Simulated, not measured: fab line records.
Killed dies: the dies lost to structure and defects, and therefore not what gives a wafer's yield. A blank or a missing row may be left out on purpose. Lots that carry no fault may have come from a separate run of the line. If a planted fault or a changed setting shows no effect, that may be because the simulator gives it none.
Comparing a struck lot with a sound one :: flow nandHarc :: 13 steps out of a route of 1302
Sound: the wafers L512.1, L512.3, L512.5. Wafers L520.2, L520.5 were the ones struck. The cause comes at the end.
Per side, at each step with rows, come the tool, then ch with its chambers, and then its first start. Under that, the readings that differ: sound wafers :: struck wafers :: difference of the means :: sigmas: that difference in standard deviations of wafers without a fault.
alike: same words and numbers on both sides, and readings whose means sit less than 2 such deviations apart. not compared: any withheld reading, any reading some wafer has no value for, any bound like >300 that may hide the same value, and any number with overlapping values for which the record gives no deviation.
Wherever a step has rows on one side only, a row that says differs or no value, or a row with sigmas, the two part there. Non-overlapping numbers with no deviation appear without sigmas and do not part them. A reading that every wafer of one side lacks parts them only if that side has two wafers or more.

NHARC_A_ZERO_WELL_INSPECT_17:
  struck on defectInspect-01, day 13 06:21; sound on defectInspect-01, day 9 21:08
  alike: rawDefectCount
then, 3 steps without rows for these wafers: NHARC_A_SOURCE_PLATE_PRECLEAN_00 (cleans in HF-LAST, time 60 s); NHARC_A_SOURCE_PLATE_SRD_01; NHARC_A_SOURCE_PLATE_OXIDE_02 (material SiO2, target thk 10 nm, ox time 1362 s).
NHARC_A_SOURCE_PLATE_THK_MEAS_09: measures by ellipsometry.
  struck on filmMetro-02, day 13 15:44; sound on filmMetro-01, day 10 04:28
  alike: thkNm
then, 3 steps without rows for these wafers: NHARC_A_SOURCE_PLATE_PVD_04 (deposits WSi2, target thk 50 nm); NHARC_A_SOURCE_PLATE_CVD_03 (deposits poly-Si, target thk 200 nm, time 4000 s); NHARC_A_SOURCE_PLATE_ANNEAL_05 (time 1800 s).
NHARC_A_SOURCE_PLATE_THK_MEAS_06: measures by ellipsometry.
  struck on filmMetro-02, day 14 06:12; sound on filmMetro-02, day 10 17:29
  alike: thkNm
NHARC_A_SOURCE_PLATE_INSPECT_08:
  struck on defectInspect-02, day 14 06:18; sound on defectInspect-01, day 10 17:35
  alike: rawDefectCount
NHARC_A_ONON_D1_DEP_00: target thk 1000 nm.
  sound on pecvdOnon-02 ch 0, day 10 17:40; struck on pecvdOnon-03 ch 0, day 14 06:26
  alike: susceptorTempC
NHARC_A_ONON_D1_THK_MEAS_02: measures by ellipsometry.
  struck on filmMetro-02, day 14 06:53; sound on filmMetro-01, day 10 18:10
reading: thkNm (nm)
sound: 1008 1008 1009
struck: 1496 1496
difference: +488
sigmas: +54
after that, 1 step with no rows for these wafers: NHARC_A_ONON_D1_DEP_03 (target thk 1000 nm).

WHERE THEY PART
At NHARC_A_ONON_D1_THK_MEAS_02 and nowhere else, as far as this record goes.

WHY: what the simulator had put in
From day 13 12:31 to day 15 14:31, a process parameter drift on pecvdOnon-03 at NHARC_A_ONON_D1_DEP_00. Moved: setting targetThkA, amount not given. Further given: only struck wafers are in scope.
